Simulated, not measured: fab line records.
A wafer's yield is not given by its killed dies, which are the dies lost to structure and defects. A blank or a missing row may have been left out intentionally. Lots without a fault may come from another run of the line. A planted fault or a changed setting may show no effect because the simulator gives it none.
A struck lot beside a sound one | flow n5Finfet | 34 steps out of a route of 1938
Sound: wafers L167.2, L167.3, L167.6. Struck: wafer L156.6; the same lot's L156.3 was not struck, so it is left out; see the end for the cause.
For every step that has rows: the tool of each side, followed by ch and its chambers, followed by its first start. Under that, the readings that differ: sound wafers | struck wafers | difference of the means | sigmas: that difference in standard deviations of wafers without a fault.
alike: readings with means less than 2 such deviations apart, plus words and numbers identical on both sides. not compared: withheld readings, readings lacking a value on some wafer, bounds such as >300 that could conceal the same value, and numbers that have no deviation in the record and whose values overlap.
Wherever a step has rows on one side only, a row that says differs or no value, or a row with sigmas, the two part there. Non-overlapping numbers with no deviation appear without sigmas and do not part them. A reading that every wafer of one side lacks parts them only if that side has two wafers or more.

first, 9 steps without rows for these wafers: N5_SD_EPI_P_DEVELOP_08 (develop time 30 s); N5_SD_EPI_P_DESCUM_14 (chemistry O2, time 7.9 s); N5_SD_EPI_P_ETCH_36 (etches SiARC in CF4, target depth 45.5 nm, time 75.8 s); N5_SD_EPI_P_ETCH_37 (etches SOC in N2/H2, overetch 108 nm, time 486 s); N5_SD_EPI_P_STRIP_38 (strips in N2/H2); N5_SD_EPI_P_ETCHBACK_46 (etches SiNx in CH3F/O2, stops on SiO2, target depth 17.5 nm); N5_SD_EPI_P_ETCH_47 (etches SiOCN in CH3F/O2, target depth 25 nm); N5_SD_EPI_P_ETCH_16 (etches SiO2 in CHF3/O2, target depth 5 nm); N5_SD_EPI_P_STRIP_50 (strips in CHF3/O2).
N5_SD_EPI_P_SD_RECESS_17: chemistry HBr/Cl2/O2, target depth 39.1 nm, bt time 3 s.
  sound on rieSi-06 ch 0,2,3, day 7 19:00; struck on rieSi-06 ch 0, day 5 03:47
reading                            | sound             | struck | difference | sigmas
model.SD_EPI_P.featureDepthNm (nm) | 38.8 38.8 38.4    | 47.8   | +9.1       | 
model.etch.depthNm (nm)            | 38.78 38.74 38.49 | 47.88  | +9.21      | 
  alike: drypumpMotorCurrentA, mfcCl2Sccm, oesProductAu, throttleValvePct
  not compared: rfHoursCounterH
then, 22 steps without rows for these wafers: N5_SD_EPI_P_WET_ETCH_45 (etches SiO2 in dHF, time 10.7 s, target depth 2 nm, rinse time 30 s); N5_SD_EPI_P_STRIP_40 (strips in N2/H2); N5_SD_EPI_P_PRECLEAN_52 (cleans in O3/DIW, time 60 s); N5_SD_EPI_P_SRD_20 (time 30 s); N5_SD_EPI_P_PRECLEAN_51 (cleans in NF3:NH3, afs cycles 1, time 20 s, sublimation time 60 s); N5_SD_EPI_P_VAPOR_ETCH_44 (etches SiGe30 in NF3/Ar, time 3.3 s); N5_SD_EPI_P_EPI_21 (deposits SiGe:B, time 355 s); N5_SD_EPI_P_HM_STRIP_48 (strips SiNx in H3PO4, material SiNx, target depth 3 nm); N5_SD_EPI_P_SRD_49 (time 30 s); N5_SD_EPI_P_PRECLEAN_24 (cleans in O3/DIW, time 45 s); N5_SD_EPI_P_PRECLEAN_32 (cleans in dHF, time 10 s); N5_SD_EPI_P_PRECLEAN_33 (cleans in SC2, time 45 s); N5_SD_EPI_P_SRD_25 (time 30 s); N5_SD_ACTIVATION_RTA_00 (time 0 s); N5_SD_ACTIVATION_LSA_01 (time 0.0008 s); N5_ILD0_LINER_00 (material SiNx, target thk 4 nm, pulse time 1 s, purge time 2 s); N5_ILD0_FCVD_FILL_01 (material SiO2 flowable, target thk 200 nm, time 328.3 s); N5_ILD0_CURE_02 (time 1800 s); N5_ILD0_CMP_03 (polishes, stops on SiNx, t overpolish 1.9 s, target thk 197.38 nm); N5_ILD0_CMP_07 (polishes SiO2 flowable, stops on poly-Si, t overpolish 1.18 s, target thk 138.88 nm); N5_ILD0_PRECLEAN_10 (cleans in NF3:NH3, afs cycles 5, time 20 s, sublimation time 60 s); N5_ILD0_ALD_15 (deposits SiNx, target thk 24 nm, pulse time 1 s, ald cycles 480).
-- the record jumps here: 6 days lie between the struck wafers' starts before and after (it left off in module ILD0 and takes up again in module BEOL_M4, whose first step shown is number 1111 of the route) --
N5_BEOL_M4_RC_MEAS_101:
  sound on prober-01 ch 0, day 13 11:55; struck on prober-02 ch 0, day 10 18:48
reading            | sound                | struck | difference | sigmas
DIBL_N (mV/V)      | 35.5 36.5 35.5       | 38.6   | +2.8       | +2
DIBL_P (mV/V)      | 34.6 35.0 34.3       | 61.4   | +26.8      | +19
IOFF_N (nA/um)     | 0.132 0.150 0.132    | 0.194  | +0.056     | +3
IOFF_P (nA/um)     | 0.16 0.17 0.16       | 3.79   | +3.63      | +99 or more
IOFF_P_85C (nA/um) | 3.0 3.1 3.0          | 42.1   | +39.1      | +83
IOFF_P_LIN (nA/um) | 0.079 0.084 0.078    | 0.220  | +0.140     | +11
ION_P (uA/um)      | 449 447 449          | 487    | +39        | +5
SS_N (mV/dec)      | 70.8 71.7 71.6       | 72.3   | +0.9       | +2
SS_P (mV/dec)      | 73.6 73.3 74.4       | 98.3   | +24.5      | +45
VT_N (mV)          | 253.1 251.5 254.8    | 244.4  | -8.7       | -3
VT_P (mV)          | -259 -254 -259       | -241   | +16        | +5
VT_P_LVT (mV)      | -104.6 -103.4 -105.1 | -88.4  | +16.0      | +6
  alike: ION_N
-- the record jumps here: 5 days lie between the struck wafers' starts before and after (it left off in module BEOL_M4 and takes up again in module PASSIVATION, whose first step shown is number 1936 of the route) --
N5_PASSIVATION_PROBE_49:
  struck on prober-01, day 15 11:39; sound on prober-02, day 17 18:21
reading                | sound          | struck | difference | sigmas
killed_at_M4_up        | 17 21 29       | 7      | -15        | -3
sort_bin_4_leakage (%) | 0 0 0          | 90.08  | +90.08     | 
sortNPass              | 1089 1072 1047 | 0      | -1069      | -67
sortYieldPct (%)       | 92.3 90.8 88.7 | 0      | -91        | -65
  alike: defectLimitedYield, killed_at_M0_to_M3, killedAtContacts, killedAtFrontEnd, killedAtOther, killedDies, killedOpen, killedShort, sort_bin_5_function, sort_bin_6_memory

## WHERE THEY PART
At N5_BEOL_M4_RC_MEAS_101 first; at N5_PASSIVATION_PROBE_49 last (within this record only).

WHY: whatever the simulator had introduced
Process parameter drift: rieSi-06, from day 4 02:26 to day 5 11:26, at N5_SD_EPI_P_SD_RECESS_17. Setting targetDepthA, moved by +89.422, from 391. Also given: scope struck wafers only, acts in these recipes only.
